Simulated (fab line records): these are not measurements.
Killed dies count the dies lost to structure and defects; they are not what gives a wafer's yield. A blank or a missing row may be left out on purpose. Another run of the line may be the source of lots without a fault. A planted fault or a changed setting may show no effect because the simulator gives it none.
fab line records + flow nand_harc
[record]
- lots = 12
- wafers = 36
- last_day = 24
route steps=1159 shown P_BONDPAD@369 A_ZERO_WELL@404 END@1159
lots that met no fault: from a run of the same line without faults
start_h: start of the lot's first displayed wafer, in hours after the record's first day + wait_h: how many hours have passed since the lot's step before this one + " repeats the value in the row above + L1.1+2: a single row standing in for several wafers + - no value, or no start given + * or withheld: withheld + < > ~ a bound
route shown NAME@n: a module of which the file shows steps, and the number in the route of the first + usual: mean and standard deviation over wafers with no fault + same: alike in all rows + chamber/n: place in a boat + sites: per-site readings + _std_site: the values' standard deviation + _edge_site: outer sites' mean less inner sites' + radius_mm: for every site, how far away it sits from the centre of the wafer + mask NAME#n: copy n + behind: the most recent tool/chamber to have shaped the wafer + hold: the reason the lot was held/the length of the hold in hours/how it ended + device: whichever transistor did not switch (one of n, p or np) + end of line: tests of these same wafers at the route's end + a step given without rows: its recipe and nothing more + killed: dies lost to structure and defects at the first sort, not the wafer's yield + map: a wafer's dies, marking killed ones x, the rest . and places with no die _
set.NAME: the setting the step ran with; set.NAME@STEP: the setting that earlier step ran with + model.NAME: the simulator's own value behind a step, which no gauge read
one table for each step of the route and one row for each wafer, over a sample of lots
services: the hour from which a tool's chamber was out of use, counted from the record's first day as start_h (under 0 if before that day), plus the number of hours and why
[[steps]]
[step NHARC_P_BONDPAD_ETCH_12]
[recipe]
- target_depth_a = 2000
- time_s = 100
- chf3_flow_sccm = 50
- o2_flow_sccm = 10
- ar_flow_sccm = 200
- rf_w = 500
- bias_w = 200
- chemistry = CHF3/O2
[usual]
- bias_w = 200.0/0.72
- chamber_pressure_mTorr = 25.001/0.023
- drypump_motor_current_A = 5.7/0.56
- mfc_ar_sccm = 200.0/0.58
- oes_product_au = 0.947/0.023
- rf_vpp_V = 369.2/1.8
- showerhead_plenum_p_Torr = 2.34/0.073
- throttle_valve_pct = 20.573/0.01
| lot.wafer | tool        | chamber | start_h | wait_h | bias_w | chamber_pressure_mTorr | drypump_motor_current_A | mfc_ar_sccm | oes_product_au | rf_hours_counter_h | rf_vpp_V | showerhead_plenum_p_Torr | throttle_valve_pct |
|-----------|-------------|---------|---------|--------|--------|------------------------|-------------------------|-------------|----------------|--------------------|----------|--------------------------|--------------------|
| L733.1    | rie_diel-06 | 0       | -       | -      | 199.0  | 24.997                 | 5.3                     | 199.9       | 0.922          | 23                 | 371.1    | 2.38                     | 20.574             |
| L733.2    | "           | 3       | "       | "      | 200.5  | 25.033                 | 6.1                     | 199.5       | 0.922          | 21                 | 373.2    | 2.52                     | 20.573             |
| L733.6    | "           | 0       | "       | "      | 199.2  | 25.039                 | 5.2                     | 200.2       | 0.924          | -                  | 371.7    | 2.38                     | 20.580             |
| L736.1    | rie_diel-01 | 2       | -       | -      | 200.0  | 24.989                 | 5.0                     | 199.1       | 0.977          | 0                  | 368.6    | 2.34                     | 20.566             |
| L736.2    | "           | 1       | "       | "      | 200.3  | 24.993                 | 6.6                     | 199.8       | 0.974          | 0                  | 369.7    | 2.38                     | 20.572             |
| L736.5    | "           | 3       | "       | "      | 200.8  | 24.985                 | 5.9                     | 200.4       | 0.951          | -                  | 368.1    | 2.30                     | 20.585             |
| L738.4    | rie_diel-01 | 0       | -       | -      | 199.5  | 25.023                 | 5.3                     | 199.3       | 0.923          | 2                  | 366.5    | 2.26                     | 20.565             |
| L738.1    | "           | 1       | "       | "      | 200.1  | 24.975                 | 6.6                     | 199.7       | 0.921          | 2                  | 369.6    | 2.38                     | 20.562             |
| L738.6    | "           | 3       | "       | "      | 199.6  | 24.940                 | 5.9                     | 201.0       | 0.927          | -                  | 368.6    | 2.30                     | 20.574             |
| L740.3    | rie_diel-08 | 0       | -       | -      | 200.9  | 25.004                 | 5.8                     | 199.4       | 0.994          | 17                 | 369.6    | 2.33                     | 20.571             |
| L740.1    | "           | 1       | "       | "      | 201.1  | 25.012                 | 6.6                     | 199.7       | 0.956          | 17                 | 372.7    | 2.54                     | 20.571             |
| L740.5    | "           | 0       | "       | "      | 201.4  | 24.995                 | 5.8                     | 199.8       | 0.987          | -                  | 367.0    | 2.33                     | 20.564             |
| L741.2    | rie_diel-01 | 0       | -       | -      | 200.3  | 24.983                 | 5.3                     | 200.4       | 0.924          | 3                  | 367.8    | 2.27                     | 20.578             |
| L741.6    | "           | 0       | "       | "      | 199.6  | 24.995                 | 5.3                     | 199.2       | 0.920          | -                  | 366.7    | 2.26                     | 20.587             |
| L741.5    | "           | 1       | "       | "      | 198.9  | 25.035                 | 6.7                     | 199.6       | 0.928          | -                  | 370.8    | 2.38                     | 20.569             |
| L742.1    | rie_diel-01 | 3       | -       | -      | 198.2  | 25.007                 | 5.9                     | 199.9       | 0.953          | 4                  | 368.9    | 2.30                     | 20.559             |
| L742.4    | "           | 2       | "       | "      | 201.0  | 25.007                 | 5.0                     | 199.9       | 0.959          | 3                  | 368.7    | 2.34                     | 20.580             |
| L742.5    | "           | 0       | "       | "      | 199.9  | 25.041                 | 5.3                     | 201.1       | 0.960          | -                  | 368.3    | 2.26                     | 20.561             |
| L743.1    | rie_diel-01 | 0       | -       | -      | 197.9  | 24.986                 | 5.3                     | 199.3       | 0.955          | 4                  | 367.9    | 2.26                     | 20.572             |
| L743.5    | "           | 2       | "       | "      | 199.8  | 25.037                 | 5.1                     | 199.5       | 0.983          | -                  | 370.0    | 2.34                     | 20.556             |
| L743.6    | "           | 3       | "       | "      | 200.8  | 25.007                 | 5.9                     | 201.4       | 0.963          | -                  | 370.2    | 2.30                     | 20.559             |
| L745.3    | rie_diel-01 | 3       | -       | -      | 199.4  | 25.014                 | 5.9                     | 200.0       | 0.935          | 6                  | 367.7    | 2.30                     | 20.574             |
| L745.1    | "           | 0       | "       | "      | 200.3  | 24.995                 | 5.3                     | 199.1       | 0.929          | 6                  | 367.5    | 2.26                     | 20.578             |
| L745.5    | "           | 0       | "       | "      | 200.9  | 24.992                 | 5.3                     | 199.7       | 0.924          | -                  | 368.0    | 2.26                     | 20.572             |
| L751.3    | rie_diel-01 | 1       | -       | -      | 199.0  | 24.988                 | 6.6                     | 198.8       | 0.923          | 8                  | 370.9    | 2.38                     | 20.578             |
| L751.2    | "           | 2       | "       | "      | 200.5  | 24.990                 | 5.1                     | 200.7       | 0.924          | 8                  | 367.1    | 2.34                     | 20.577             |
| L751.1    | "           | 3       | "       | "      | 200.5  | 24.982                 | 5.9                     | 199.6       | 0.933          | 8                  | 368.2    | 2.30                     | 20.563             |
| L750.1    | rie_diel-01 | 2       | -       | -      | 199.5  | 25.019                 | 5.0                     | 200.5       | 0.930          | 8                  | 369.9    | 2.34                     | 20.574             |
| L750.3    | "           | 0       | "       | "      | 199.6  | 24.962                 | 5.3                     | 200.1       | 0.929          | 9                  | 368.7    | 2.26                     | 20.567             |
| L750.5    | "           | 1       | "       | "      | 199.8  | 25.011                 | 6.6                     | 199.8       | 0.920          | -                  | 369.1    | 2.38                     | 20.582             |
| L752.3    | rie_diel-01 | 2       | -       | -      | 199.7  | 25.000                 | 5.1                     | 199.5       | 0.934          | 9                  | 368.4    | 2.34                     | 20.568             |
| L752.4    | "           | 3       | "       | "      | 200.1  | 25.001                 | 5.9                     | 199.8       | 0.928          | 10                 | 368.1    | 2.30                     | 20.553             |
| L752.6    | "           | 3       | "       | "      | 200.4  | 25.009                 | 5.9                     | 199.2       | 0.935          | -                  | 369.2    | 2.30                     | 20.570             |
| L754.4    | rie_diel-01 | 1       | -       | -      | 199.9  | 25.031                 | 6.6                     | 200.7       | 0.978          | 11                 | 370.5    | 2.37                     | 20.571             |
| L754.1    | "           | 2       | "       | "      | 200.7  | 25.010                 | 5.0                     | 200.5       | 0.964          | 11                 | 369.4    | 2.34                     | 20.576             |
| L754.6    | "           | 3       | "       | "      | 201.3  | 24.982                 | 5.9                     | 200.1       | 0.973          | -                  | 368.3    | 2.30                     | 20.577             |
[step NHARC_P_BONDPAD_CD_MEAS_13]
[usual]
- cd_nm = 499.3/2.1
| lot.wafer | tool      | chamber | start_h | wait_h | cd_nm |
|-----------|-----------|---------|---------|--------|-------|
| L733.1    | cd_sem-02 | -       | 131.36  | -      | 497.2 |
| L733.2    | "         | -       | "       | "      | 498.0 |
| L733.6    | "         | -       | "       | "      | 496.0 |
| L736.1    | cd_sem-03 | -       | 149.63  | -      | 496.2 |
| L736.2    | "         | -       | "       | "      | 498.4 |
| L736.5    | "         | -       | "       | "      | 499.5 |
| L738.1    | cd_sem-03 | -       | 164.52  | -      | 497.2 |
| L738.4    | "         | -       | "       | "      | 498.2 |
| L738.6    | "         | -       | "       | "      | 497.3 |
| L740.1    | cd_sem-03 | -       | 176.08  | -      | 500.0 |
| L740.3    | "         | -       | "       | "      | 500.2 |
| L740.5    | "         | -       | "       | "      | 497.0 |
| L741.2    | cd_sem-03 | -       | 176.91  | -      | 504.4 |
| L741.5    | "         | -       | "       | "      | 499.7 |
| L741.6    | "         | -       | "       | "      | 502.2 |
| L742.1    | cd_sem-03 | -       | 189.29  | -      | 498.0 |
| L742.4    | "         | -       | "       | "      | 499.8 |
| L742.5    | "         | -       | "       | "      | 497.5 |
| L743.1    | cd_sem-03 | -       | 193.43  | -      | 497.7 |
| L743.5    | "         | -       | "       | "      | 498.4 |
| L743.6    | "         | -       | "       | "      | 496.8 |
| L745.1    | cd_sem-01 | -       | 208.67  | -      | 499.2 |
| L745.3    | "         | -       | "       | "      | 499.4 |
| L745.5    | "         | -       | "       | "      | 497.5 |
| L751.1    | cd_sem-02 | -       | 239.16  | -      | 495.0 |
| L751.2    | "         | -       | "       | "      | 496.8 |
| L751.3    | "         | -       | "       | "      | 497.0 |
| L750.1    | cd_sem-01 | -       | 240.45  | -      | 497.8 |
| L750.3    | "         | -       | "       | "      | 498.7 |
| L750.5    | "         | -       | "       | "      | 498.3 |
| L752.3    | cd_sem-02 | -       | 249.69  | -      | 499.9 |
| L752.4    | "         | -       | "       | "      | 499.9 |
| L752.6    | "         | -       | "       | "      | 498.2 |
| L754.1    | cd_sem-01 | -       | 264.36  | -      | 503.8 |
| L754.4    | "         | -       | "       | "      | 499.9 |
| L754.6    | "         | -       | "       | "      | 499.9 |
[step NHARC_P_BONDPAD_ANNEAL_28]
[recipe]
- temp_c = 225
- time_s = 90
[usual]
- wafer_temp_C_max = 225.96/0.24
| lot.wafer | tool          | chamber | start_h | wait_h | wafer_temp_C_max |
|-----------|---------------|---------|---------|--------|------------------|
| L733.1    | rtp_anneal-01 | 0       | 132.73  | 0.3    | 225.87           |
| L733.2    | "             | 0       | "       | "      | 225.88           |
| L733.6    | "             | 0       | "       | "      | 225.82           |
| L736.1    | rtp_anneal-02 | 0       | 151.19  | 0.5    | 225.75           |
| L736.2    | "             | 0       | "       | "      | 225.87           |
| L736.5    | "             | 0       | "       | "      | 225.53           |
| L738.1    | rtp_anneal-02 | 0       | 165.88  | 0.3    | 225.94           |
| L738.4    | "             | 0       | "       | "      | 226.01           |
| L738.6    | "             | 0       | "       | "      | 225.64           |
| L740.1    | rtp_anneal-02 | 0       | 177.43  | -      | 225.70           |
| L740.3    | "             | 0       | "       | "      | 225.68           |
| L740.5    | "             | 0       | "       | "      | 225.80           |
| L741.2    | rtp_anneal-02 | 0       | 179.05  | -      | 226.53           |
| L741.5    | "             | 0       | "       | "      | 225.99           |
| L741.6    | "             | 0       | "       | "      | 226.30           |
| L742.1    | rtp_anneal-01 | 0       | 190.83  | -      | 225.78           |
| L742.4    | "             | 0       | "       | "      | 225.87           |
| L742.5    | "             | 0       | "       | "      | 225.78           |
| L743.1    | rtp_anneal-01 | 0       | 194.83  | 0.3    | 225.99           |
| L743.5    | "             | 0       | "       | "      | 225.50           |
| L743.6    | "             | 0       | "       | "      | 225.99           |
| L745.1    | rtp_anneal-02 | 0       | 210.03  | -      | 225.87           |
| L745.3    | "             | 0       | "       | "      | 226.00           |
| L745.5    | "             | 0       | "       | "      | 226.10           |
| L751.1    | rtp_anneal-01 | 0       | 240.54  | 0.3    | 226.25           |
| L751.2    | "             | 0       | "       | "      | 225.97           |
| L751.3    | "             | 0       | "       | "      | 225.79           |
| L750.1    | rtp_anneal-01 | 0       | 241.85  | -      | 225.91           |
| L750.3    | "             | 0       | "       | "      | 226.05           |
| L750.5    | "             | 0       | "       | "      | 225.79           |
| L752.3    | rtp_anneal-01 | 0       | 251.25  | 0.4    | 226.04           |
| L752.4    | "             | 0       | "       | "      | 225.98           |
| L752.6    | "             | 0       | "       | "      | 225.78           |
| L754.1    | rtp_anneal-02 | 0       | 265.76  | 0.3    | 225.63           |
| L754.4    | "             | 0       | "       | "      | 225.86           |
| L754.6    | "             | 0       | "       | "      | 225.68           |
[step NHARC_A_ZERO_WELL_ETCH_19]
[recipe]
- target_depth_a = 800
- overetch_a = 240
- time_s = 87.88
- ion_energy_ev = 200
- n2_flow_sccm = 150
- h2_flow_sccm = 150
- ar_flow_sccm = 0
- rf_w = 400
- bias_w = 150
- chemistry = N2/H2
[usual]
- bias_w = 150.0/0.45
- chamber_pressure_mTorr = 29.999/0.026
- drypump_motor_current_A = 5.7/0.47
- mfc_ar_sccm = 0.008/0.0092
- oes_product_au = 1.001/0.012
- rf_vpp_V = 430.7/2.7
- showerhead_plenum_p_Torr = 2.05/0.094
- throttle_valve_pct = 14.171/0.0095
| lot.wafer | tool        | chamber | start_h | wait_h | bias_w | chamber_pressure_mTorr | drypump_motor_current_A | mfc_ar_sccm | oes_product_au | rf_hours_counter_h | rf_vpp_V | showerhead_plenum_p_Torr | throttle_valve_pct |
|-----------|-------------|---------|---------|--------|--------|------------------------|-------------------------|-------------|----------------|--------------------|----------|--------------------------|--------------------|
| L733.2    | rie_diel-13 | 0       | 135.17  | 0.1    | 150.1  | 30.022                 | 5.9                     | 0.016       | 0.994          | 2                  | 426.3    | 1.91                     | 14.176             |
| L733.1    | "           | 1       | "       | "      | 150.8  | 30.027                 | 4.8                     | 0.003       | 1.006          | 1                  | 428.4    | 1.98                     | 14.150             |
| L733.6    | "           | 3       | "       | "      | 149.9  | 29.970                 | 5.4                     | 0           | 0.984          | -                  | 428.6    | 1.96                     | 14.155             |
| L736.2    | rie_diel-05 | 2       | 153.66  | 0.1    | 150.1  | 29.958                 | 5.4                     | 0.012       | 0.989          | 19                 | 431.8    | 2.13                     | 14.154             |
| L736.1    | "           | 1       | "       | "      | 150.4  | 29.985                 | 6.4                     | 0           | 0.989          | 17                 | 432.9    | 2.15                     | 14.184             |
| L736.5    | "           | 2       | "       | "      | 150.3  | 30.004                 | 5.5                     | 0.012       | 0.980          | -                  | 431.9    | 2.13                     | 14.163             |
| L738.1    | rie_diel-13 | 3       | 168.37  | 0.1    | 149.4  | 29.993                 | 5.4                     | 0           | 1.001          | 4                  | 428.0    | 1.96                     | 14.175             |
| L738.6    | "           | 1       | "       | "      | 149.8  | 29.988                 | 4.8                     | 0.003       | 1.022          | -                  | 430.2    | 1.98                     | 14.179             |
| L738.4    | "           | 0       | "       | "      | 150.2  | 30.013                 | 5.9                     | 0.016       | 1.017          | -                  | 426.5    | 1.91                     | 14.164             |
| L740.1    | rie_diel-13 | 2       | 179.89  | 0.1    | 150.4  | 29.974                 | 5.3                     | 0.029       | 1.007          | 4                  | 432.9    | 2.14                     | 14.162             |
| L740.3    | "           | 3       | "       | "      | 150.4  | 30.007                 | 5.4                     | 0           | 1.000          | 6                  | 429.2    | 1.95                     | 14.163             |
| L740.5    | "           | 1       | "       | "      | 149.6  | 30.011                 | 4.8                     | 0.003       | 1.018          | -                  | 428.6    | 1.98                     | 14.166             |
| L741.2    | rie_diel-02 | 3       | 181.49  | 0.1    | 150.1  | 29.988                 | 5.4                     | 0           | 1.019          | 1                  | 431.8    | 2.13                     | 14.184             |
| L741.5    | "           | 1       | "       | "      | 149.1  | 29.976                 | 5.7                     | 0           | 1.018          | -                  | 435.3    | 2.21                     | 14.178             |
| L741.6    | "           | 2       | "       | "      | 150.0  | 29.945                 | 5.6                     | 0.008       | 1.009          | -                  | 431.1    | 2.04                     | 14.172             |
| L742.1    | rie_diel-05 | 2       | 193.15  | 0.1    | 150.7  | 30.013                 | 5.5                     | 0.012       | 0.992          | 2                  | 433.2    | 2.13                     | 14.169             |
| L742.4    | "           | 3       | "       | "      | 149.8  | 30.014                 | 6.2                     | 0.007       | 0.997          | 2                  | 428.6    | 1.97                     | 14.171             |
| L742.5    | "           | 0       | "       | "      | 149.8  | 29.974                 | 6.4                     | 0           | 0.980          | -                  | 430.2    | 2.05                     | 14.183             |
| L743.1    | rie_diel-13 | 2       | 197.14  | 0.1    | 149.4  | 29.986                 | 5.4                     | 0.029       | 1.010          | 6                  | 431.7    | 2.14                     | 14.177             |
| L743.5    | "           | 2       | "       | "      | 149.9  | 29.986                 | 5.4                     | 0.029       | 1.007          | -                  | 434.5    | 2.14                     | 14.165             |
| L743.6    | "           | 3       | "       | "      | 150.3  | 30.005                 | 5.3                     | 0           | 0.996          | -                  | 427.9    | 1.96                     | 14.162             |
| L745.3    | rie_diel-02 | 2       | 212.50  | 0.1    | 150.7  | 30.038                 | 5.6                     | 0.008       | 1.006          | 4                  | 431.8    | 2.04                     | 14.155             |
| L745.1    | "           | 0       | "       | "      | 149.7  | 29.999                 | 6.3                     | 0.005       | 1.008          | 4                  | 429.9    | 2.07                     | 14.189             |
| L745.5    | "           | 1       | "       | "      | 150.5  | 30.008                 | 5.6                     | 0           | 1.020          | -                  | 435.8    | 2.21                     | 14.164             |
| L751.1    | rie_diel-13 | 0       | 242.97  | 0.1    | -      | -                      | -                       | -           | -              | -                  | -        | -                        | -                  |
| L751.2    | "           | 1       | "       | "      | -      | -                      | -                       | -           | -              | -                  | -        | -                        | -                  |
| L751.3    | "           | 2       | "       | "      | -      | -                      | -                       | -           | -              | -                  | -        | -                        | -                  |
| L750.1    | rie_diel-13 | 3       | 244.30  | 0.1    | -      | -                      | -                       | -           | -              | -                  | -        | -                        | -                  |
| L750.3    | "           | 0       | "       | "      | -      | -                      | -                       | -           | -              | -                  | -        | -                        | -                  |
| L750.5    | "           | 3       | "       | "      | -      | -                      | -                       | -           | -              | -                  | -        | -                        | -                  |
| L752.3    | rie_diel-05 | 1       | 253.60  | 0.1    | -      | -                      | -                       | -           | -              | -                  | -        | -                        | -                  |
| L752.4    | "           | 0       | "       | "      | -      | -                      | -                       | -           | -              | -                  | -        | -                        | -                  |
| L752.6    | "           | 2       | "       | "      | -      | -                      | -                       | -           | -              | -                  | -        | -                        | -                  |
| L754.1    | rie_diel-02 | 3       | 268.18  | 0.1    | 149.9  | 29.985                 | 5.4                     | 0           | 1.014          | 2                  | 431.9    | 2.13                     | 14.166             |
| L754.4    | "           | 2       | "       | "      | 150.5  | 29.987                 | 5.7                     | 0.008       | 1.009          | 6                  | 431.2    | 2.04                     | 14.168             |
| L754.6    | "           | 0       | "       | "      | 149.9  | 29.976                 | 6.4                     | 0.005       | 1.007          | -                  | 431.1    | 2.07                     | 14.158             |
[step NHARC_END_SORT_01]
[recipe]
- temp_c = 25
[usual]
- killed_at_array = 29/8.4
- killed_at_other = 0.7/1.2
- killed_at_periphery = 3.8/2.1
- killed_dies = 33/9
- killed_open = 3.4/2
- killed_short = 2.1/1.4
[same]
- gross_dies = 677
| lot.wafer | tool      | chamber | start_h | wait_h | killed_at_array | killed_at_other | killed_at_periphery | killed_dies | killed_open | killed_short |
|-----------|-----------|---------|---------|--------|-----------------|-----------------|---------------------|-------------|-------------|--------------|
| L751.1    | prober-02 | 0       | 550.04  | 2.5    | 673             | 2               | 2                   | 677         | 1           | 3            |
| L751.2    | prober-02 | 0       | 550.83  | 2.8    | 672             | 0               | 5                   | 677         | 5           | 5            |
| L751.3    | prober-02 | 0       | 551.61  | 3.1    | 672             | 3               | 2                   | 677         | 4           | 1            |
| L750.1    | prober-01 | 0       | 550.26  | 2.5    | 675             | 2               | 0                   | 677         | 2           | 2            |
| L750.3    | prober-01 | 0       | 551.88  | 3.1    | 672             | 1               | 4                   | 677         | 3           | 1            |
| L750.5    | prober-01 | 0       | 553.50  | 3.7    | 674             | 0               | 3                   | 677         | 4           | 1            |
| L752.3    | prober-02 | 0       | 559.32  | 3.1    | 673             | 0               | 4                   | 677         | 2           | 3            |
| L752.4    | prober-02 | 0       | 560.10  | 3.4    | 672             | 0               | 5                   | 677         | 5           | 2            |
| L752.6    | prober-02 | 0       | 561.68  | 3.9    | 676             | 0               | 1                   | 677         | 2           | 2            |
// killed by level:class
L751.1 A_ZERO_WELL:area_etch=655 A_CHANNEL_HOLE_D1:chamber_film_flake=10 A_STAIRCASE:chamber_film_flake=3 A_CONTACT:chamber_film_flake=2 THIN_TSV:chamber_film_flake=2 P_CONTACT:geometric_particle:short=1 P_M1:geometric_particle:short=1 A_CHANNEL_HOLE_D1:geometric_particle:open=1
L750.1 A_ZERO_WELL:area_etch=636 A_CHANNEL_HOLE_D1:chamber_film_flake=24 A_SLIT:chamber_film_flake=5 A_STAIRCASE:chamber_film_flake=3 A_CONTACT:chamber_film_flake=3 A_ONON_D1:geometric_particle:open=1 A_CONTACT:geometric_particle:short=1 A_CONTACT:geometric_particle:open=1
L751.2 A_ZERO_WELL:area_etch=642 A_CHANNEL_HOLE_D1:chamber_film_flake=10 A_STAIRCASE:chamber_film_flake=7 A_WL_FILL:chamber_film_flake=3 A_CONTACT:chamber_film_flake=2 P_GATE:geometric_particle:open=1 P_CONTACT:geometric_particle:open=1 P_M0:geometric_particle:short=1
L751.3 A_ZERO_WELL:area_etch=651 A_CHANNEL_HOLE_D1:chamber_film_flake=10 A_STAIRCASE:chamber_film_flake=3 A_CHANNEL_FILL_D1:geometric_particle:open=2 P_GATE:chamber_film_flake=2 THIN_TSV:chamber_film_flake=2 A_SGD_CUT:geometric_particle:open=1 A_CONTACT:geometric_particle:open=1
L750.3 A_ZERO_WELL:area_etch=627 A_CHANNEL_HOLE_D1:chamber_film_flake=20 A_SLIT:chamber_film_flake=16 A_CONTACT:chamber_film_flake=5 P_GATE:chamber_film_flake=2 A_STAIRCASE:chamber_film_flake=2 P_CONTACT:geometric_particle:open=1 A_ONON_D1:geometric_particle:open=1
L750.5 A_ZERO_WELL:area_etch=624 A_CHANNEL_HOLE_D1:chamber_film_flake=20 A_SLIT:chamber_film_flake=18 A_CONTACT:chamber_film_flake=5 A_STAIRCASE:chamber_film_flake=4 A_M1:geometric_particle:open=2 P_GATE:geometric_particle:short=1 P_CONTACT:geometric_particle:open=1
L752.3 A_ZERO_WELL:area_etch=638 A_CHANNEL_HOLE_D1:chamber_film_flake=19 A_CONTACT:chamber_film_flake=9 A_WL_FILL:chamber_film_flake=2 A_BLC:chamber_film_flake=2 P_STI:geometric_particle:short=1 P_M0:geometric_particle:open=1 P_M0:geometric_particle:short=1
L752.4 A_ZERO_WELL:area_etch=631 A_CHANNEL_HOLE_D1:chamber_film_flake=20 A_CONTACT:chamber_film_flake=7 P_GATE:chamber_film_flake=4 A_STAIRCASE:chamber_film_flake=4 A_CONTACT:geometric_particle:open=3 A_WL_FILL:geometric_particle:short=2 P_GATE:geometric_particle:open=1
L752.6 A_ZERO_WELL:area_etch=641 A_CHANNEL_HOLE_D1:chamber_film_flake=20 A_STAIRCASE:chamber_film_flake=5 A_CONTACT:chamber_film_flake=5 A_BLC:chamber_film_flake=2 P_M2:geometric_particle:open=1 A_CHANNEL_FILL_D1:geometric_particle:open=1 A_WL_FILL:geometric_particle:short=1
[[services]]
| tool        | chamber | start_h | hours | kind   |
|-------------|---------|---------|-------|--------|
| rie_diel-01 | 0       | 116.96  | -     | clean  |
| rie_diel-08 | -       | 124.88  | 9.0   | pm     |
| rie_diel-13 | -       | 124.94  | 0.6   | repair |
| rie_diel-13 | 1       | 130.94  | 3.4   | repair |
| rie_diel-01 | -       | 137.80  | 9.0   | pm     |
| rie_diel-06 | 0       | 147.70  | 5.0   | repair |
| rie_diel-02 | 0       | 150.86  | 5.7   | repair |
| rie_diel-02 | -       | 150.93  | 9.0   | pm     |
| rie_diel-05 | 2       | 154.67  | 5.7   | repair |
| rie_diel-05 | -       | 163.60  | 9.0   | pm     |
| rie_diel-13 | 2       | 165.69  | 7.5   | repair |
| rie_diel-13 | -       | 185.68  | 0.6   | repair |
| rie_diel-02 | 3       | 187.89  | 64.5  | repair |
| rie_diel-02 | 1       | 200.12  | 6.8   | repair |
| rie_diel-05 | 3       | 202.44  | 21.7  | repair |
| rie_diel-08 | 1       | 212.14  | 10.4  | repair |
| rie_diel-08 | 2       | 215.41  | 3.8   | repair |
| rie_diel-08 | 0       | 216.33  | 1.2   | repair |
| rie_diel-08 | 0       | 221.02  | 31.8  | repair |
| rie_diel-05 | -       | 229.85  | 4.7   | repair |
| rie_diel-08 | 3       | 240.57  | 5.9   | repair |
| rie_diel-06 | -       | 241.21  | 9.0   | pm     |
| rie_diel-08 | 2       | 245.58  | 13.5  | repair |
| rie_diel-13 | 1       | 262.17  | 12.1  | repair |
[[key]]
[first_sign]
- step = NHARC_A_ZERO_WELL_ETCH_19
- reading = tool_record
- direction = missing
[effect]
- step = NHARC_END_SORT_01
- reading = killed_at_array
- direction = up
- sigmas = 76
- usual = 29
- struck = 673
[more_kills_born_at]
- NHARC_A_ZERO_WELL_ETCH_19@rie_diel-13 = 3835
- NHARC_A_ZERO_WELL_ETCH_19@rie_diel-05 = 1910
met_at NHARC_A_ZERO_WELL_ETCH_19
struck_lots L750,L751,L752
later_rows_left_out L750.1,L750.3,L750.5,L751.1,L751.2,L751.3,L752.3,L752.4,L752.6
tester_left_out L750,L751,L752
not_acting_at NHARC_P_BONDPAD_ETCH_12,NHARC_P_BONDPAD_CD_MEAS_13,NHARC_P_BONDPAD_ANNEAL_28
onset_between 197.14 242.97
[fault]
- kind = skipped_step_whole
- tool = rie_diel-05,rie_diel-13
- chamber = -
- onset_h = 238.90
- steps = NHARC_A_ZERO_WELL_ETCH_19
- scope = struck_lots_only
// tester_left_out: of these lots the tester's yield and bins aren't shown, on N5 and GAA mostly nor the transistor test; their killed dies are dies lost to structure and defects alone, not to doping, threshold or leakage, so they don't give the yield
// later_rows_left_out: the simulator's readings of these wafers behind a module that went badly wrong aren't trusted and aren't shown, but for the sort
